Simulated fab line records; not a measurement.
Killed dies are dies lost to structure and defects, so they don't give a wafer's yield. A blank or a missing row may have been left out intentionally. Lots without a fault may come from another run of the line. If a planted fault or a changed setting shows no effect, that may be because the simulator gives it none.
Which tool is to blame?    flow nand_harc    45 wafers from 15 lots sampled at 5 of the route's 1302 steps

## WHAT EACH GAUGE READ, for each wafer
NHARC_A_BLC_CD_MEAS_10: target cd 100 nm.
lot   measured      on         cd_nm (nm)
L291  day 23 03:58  cd_sem-01  100.3 99.6 100.6
L290  day 23 07:07  cd_sem-01  100.4 100.5 100.0
L294  day 24 01:46  cd_sem-03  99.9 100.3 100.4
L293  day 24 14:55  cd_sem-02  100.0 99.4 100.3
L295  day 24 20:56  cd_sem-02  99.8 100.3 99.9
L296  day 24 21:17  cd_sem-01  99.4 99.8 99.2
L303  day 27 22:00  cd_sem-02  100.4 99.9 99.8
L304  day 28 12:39  cd_sem-02  99.8 100.4 100.3
L305  day 29 19:48  cd_sem-01  98.5 99.1 98.6
L306  day 30 00:39  cd_sem-02  99.6 99.6 99.5
L307  day 30 11:42  cd_sem-03  100.2 99.7 100.0
L311  day 31 02:24  cd_sem-02  100.7 100.6 100.2
L310  day 31 11:40  cd_sem-03  99.8 99.8 99.2
L308  day 31 21:07  cd_sem-02  100.3 100.2 100.3
L312  day 32 00:47  cd_sem-02  100.6 100.2 100.0

NHARC_A_BLC_INSPECT_28.
lot   measured      on                 raw_defect_count
L291  day 23 07:19  defect_inspect-02  607 722 1016
L290  day 23 10:14  defect_inspect-01  441 510 419
L294  day 24 04:53  defect_inspect-01  446 442 448
L293  day 24 18:02  defect_inspect-02  6824 6613 6691
L295  day 25 00:05  defect_inspect-01  6665 6538 6781
L296  day 25 00:25  defect_inspect-02  6821 6823 6635
L303  day 28 01:12  defect_inspect-02  674 562 1151
L304  day 28 16:34  defect_inspect-01  339 289 489
L305  day 29 22:56  defect_inspect-02  643 400 520
L306  day 30 03:47  defect_inspect-02  593 471 503
L307  day 30 14:50  defect_inspect-02  531 501 467
L311  day 31 05:32  defect_inspect-01  586 583 407
L310  day 31 14:47  defect_inspect-01  498 583 816
L308  day 32 00:14  defect_inspect-01  409 406 322
L312  day 32 04:05  defect_inspect-01  345 353 427

NHARC_A_M0_OVL_MEAS_10: pitch 160 nm.
lot   measured      on          overlay_x_nm (nm)  overlay_y_nm (nm)
L291  day 23 08:11  overlay-02  1.4 1.0 0.9        -1.5 -1.6 -1.7
L290  day 23 11:14  overlay-02  0.2 0.4 0.0        -1.8 -1.4 -1.4
L294  day 24 05:52  overlay-02  -0.6 -0.3 -0.2     -0.4 -0.3 -0.9
L303  day 28 02:04  overlay-01  0.1 0.3 0.5        1.3 0.4 1.1
L304  day 28 17:32  overlay-02  -0.7 -0.2 -0.4     0.3 0.6 1.1
L305  day 29 23:55  overlay-02  -1.3 -0.8 -1.4     -0.3 -0.2 -0.6
L306  day 30 04:46  overlay-01  -0.5 0.2 0.1       0.5 -0.2 0.2
L307  day 30 15:50  overlay-01  -0.6 -0.1 -0.8     1.4 1.8 1.4
L311  day 31 06:31  overlay-01  1.1 1.4 0.7        0.0 -0.1 0.0
L310  day 31 15:39  overlay-01  0.4 -0.1 -0.4      -0.2 -0.7 -0.6
L308  day 32 01:14  overlay-02  2.0 2.4 2.3        0.9 0.8 0.0
L312  day 32 05:05  overlay-02  0.1 0.3 0.7        0.7 0.7 0.5

## EACH LOT AND THE TOOL THAT RAN IT (in order: tool; ch and the chambers of the sampled wafers; start)
lot   NHARC_A_CONTACT_ALD_18               NHARC_A_BLC_CMP_25
L291  ald_metal-04 ch 0,2,3, day 23 01:58  cmp-04 ch 1,2,3, day 23 06:55
L290  ald_metal-04 ch 2,3, day 23 05:05    cmp-03 ch 1,2, day 23 09:50
L294  ald_metal-02 ch 1,2, day 23 23:43    cmp-02 ch 0,1,3, day 24 04:30
L293  ald_metal-02 ch 0,2, day 24 12:56    cmp-02 ch 1,2,3, day 24 17:38
L295  ald_metal-01 ch 1,2, day 24 18:10    cmp-02 ch 1,3, day 24 23:41
L296  ald_metal-02 ch 0,1,2, day 24 19:16  cmp-04 ch 0,1,2, day 25 00:02
L303  ald_metal-04 ch 2,3, day 27 18:27    cmp-04 ch 0,1,3, day 28 00:48
L304  ald_metal-02 ch 0,2,3, day 28 10:43  cmp-03 ch 2,3, day 28 16:09
L305  ald_metal-02 ch 2,3, day 29 17:49    cmp-04 ch 1,2,3, day 29 22:35
L306  ald_metal-01 ch 0,1, day 29 22:47    cmp-04 ch 2,3, day 30 03:24
L307  ald_metal-02 ch 0,2,3, day 30 09:44  cmp-04 ch 0,1, day 30 14:26
L311  ald_metal-02 ch 0,1,3, day 31 00:23  cmp-04 ch 1,2,3, day 31 05:11
L310  ald_metal-02 ch 0,2,3, day 31 08:52  cmp-02 ch 0,2,3, day 31 14:26
L308  ald_metal-02 ch 0,1,3, day 31 19:06  cmp-03 ch 0,1,3, day 31 23:50
L312  ald_metal-04 ch 0,3, day 31 22:49    cmp-02 ch 0,1,3, day 32 03:46
- NHARC_A_CONTACT_ALD_18: deposits TiN, target thk 3 nm, pulse time 1 s, ald cycles 150.
- NHARC_A_BLC_CMP_25: polishes, t overpolish 30 s, target thk 150 nm.

## AS READ BY THE TOOLS THEMSELVES (means over the sampled wafers that have a number; for cases with no such wafer, the mark the record gives instead)
NHARC_A_CONTACT_ALD_18.
lot   tool          heater_power_w (W)  precursor_pulse_height_rel
L291  ald_metal-04  1014                0.975
L290  ald_metal-04  1012                0.996
L294  ald_metal-02  1050                0.996
L293  ald_metal-02  1012                1.009
L295  ald_metal-01  977                 1.021
L296  ald_metal-02  1043                0.994
L303  ald_metal-04  1022                1.003
L304  ald_metal-02  1045                1.021
L305  ald_metal-02  1077                0.999
L306  ald_metal-01  1060                0.977
L307  ald_metal-02  1046                1.000
L311  ald_metal-02  1056                1.003
L310  ald_metal-02  1056                1.018
L308  ald_metal-02  1036                1.010
L312  ald_metal-04  1076                0.991

NHARC_A_BLC_CMP_25.
lot   tool    edge_zone_pressure_frac  motor_current_A (A)  overpolish_run_s (s)  time_to_endpoint_s (s)
L291  cmp-04  0.999                    13.1                 29.993                29.0
L290  cmp-03  1.002                    12.1                 30.000                30.5
L294  cmp-02  1.003                    11.6                 30.002                28.8
L293  cmp-02  -                        -                    -                     -
L295  cmp-02  -                        -                    -                     -
L296  cmp-04  -                        -                    -                     -
L303  cmp-04  1.006                    14.0                 30.000                31.1
L304  cmp-03  1.006                    12.4                 30.004                25.6
L305  cmp-04  1.000                    13.1                 29.997                30.5
L306  cmp-04  1.001                    14.0                 29.994                25.5
L307  cmp-04  1.007                    14.5                 30.003                28.5
L311  cmp-04  1.003                    13.2                 29.997                29.3
L310  cmp-02  0.999                    12.0                 30.009                29.5
L308  cmp-03  0.997                    11.9                 29.993                27.2
L312  cmp-02  1.000                    11.7                 30.000                31.8

## THE ANSWER, worked out from the rows above alone
Rule: the usual values come from the lots themselves. Put in order of their means at a reading, lots are off if they are a third of the lots or fewer, leave a main group of 4 or more, and stand apart from it by a gap of 3 or more times the standard deviation of the main group's means; of several such gaps the widest counts. If all means in a main group match to the digits the tables above print for the reading, that group is not used. A lot without any number at a reading at which 4 lots or more have one is off too. Where the step has rows for the other lots, those lots are counted as sound. After the gauges, taken in route order, come the tools' own readings; for these a lot's mean is taken, as printed above. At the first step where some lot is off, the reading lying furthest off is the one used; lots without a number count as furthest.
Off: L293, L295, L296 (NHARC_A_BLC_INSPECT_28, raw_defect_count). For the main group the mean is 526 and the standard deviation 1.4e+02.
A tool fits if, at a process step before that reading, it ran every lot that is off, and no sound lot after the first of them. Not tried: the gauges at NHARC_A_BLC_INSPECT_28; whatever is off there is also off at NHARC_A_BLC_CMP_25, on other tools, and gauge error can't account for it. Of those tried, none fits.

## WHAT HAD BEEN PUT IN BY THE SIMULATOR
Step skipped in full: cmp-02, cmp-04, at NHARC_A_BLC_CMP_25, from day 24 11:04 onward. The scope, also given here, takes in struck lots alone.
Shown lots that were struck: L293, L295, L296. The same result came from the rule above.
